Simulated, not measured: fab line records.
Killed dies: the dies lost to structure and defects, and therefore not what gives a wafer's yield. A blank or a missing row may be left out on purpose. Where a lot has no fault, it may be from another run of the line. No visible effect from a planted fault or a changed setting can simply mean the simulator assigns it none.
Matching of chambers    flow nand_harc    rie_diel-10 running NHARC_P_BONDPAD_DESCUM_11: 4 sister chambers
The step chemistry O2, time 3 s. 8 wafers are shown with their chamber, then 12 later ones without.

## WAFERS WITH THEIR CHAMBER
wafer   chamber  oes_product_au (a.u.)  rf_vpp_V (V)
L083.2  3        1.012                  56.9
L084.3  1        1.015                  58.2
L087.3  0        0.976                  59.7
L087.5  2        0.981                  57.8
L087.6  3        1.009                  57.7
L089.2  0        0.992                  58.3
L089.3  1        1.010                  58.0
L089.5  2        0.989                  57.5

## WAFERS WITHOUT THEIR CHAMBER
wafer   oes_product_au (a.u.)  rf_vpp_V (V)
L088.1  0.981                  58.7
L088.4  0.978                  57.4
L088.5  1.000                  57.4
L090.2  1.000                  57.9
L090.3  1.012                  59.3
L090.6  0.986                  58.9
L091.2  1.017                  57.3
L091.4  0.994                  56.2
L091.5  0.986                  58.7
L096.2  0.985                  57.1
L096.3  0.987                  58.8
L096.5  1.017                  57.4

## WHICH CHAMBER EACH ONE RAN IN
wafer    from the rows above                 in truth
L088.1   can't be placed: 0 or 2             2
L088.4   can't be placed: 2 or 0             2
L088.5   can't be placed: 3 or 1 or 2        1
L090.2   can't be placed: 3 or 1 or 2 or 0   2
L090.3   can't be placed: 1 or 3             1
L090.6   can't be placed: 0 or 2             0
L091.2   can't be placed: 3 or 1             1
L091.4   can't be placed: 2 or 3 or 1        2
L091.5   can't be placed: 0 or 2             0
L096.2   2                                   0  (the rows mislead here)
L096.3   can't be placed: 0 or 2             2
L096.5   can't be placed: 3 or 1             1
Placed correctly: 0 of 12. Not placeable from these rows: 11 (in 11, the candidates include the true chamber). 1 placed wrongly.
How it was worked out, from the rows above alone: a wafer's distance from a chamber is the root of the sum, over the readings, of the square of ((its reading less the chamber's mean) divided by the reading's scatter). The wafer belongs to the nearest chamber; if the next one is less than 2 further off, it can't be placed. The mean given for a chamber averages the wafers shown for that chamber. The scatter is the square root of a quotient: the sum, over the shown wafers, of each reading's squared deviation from its chamber's mean, divided by wafers minus chambers.
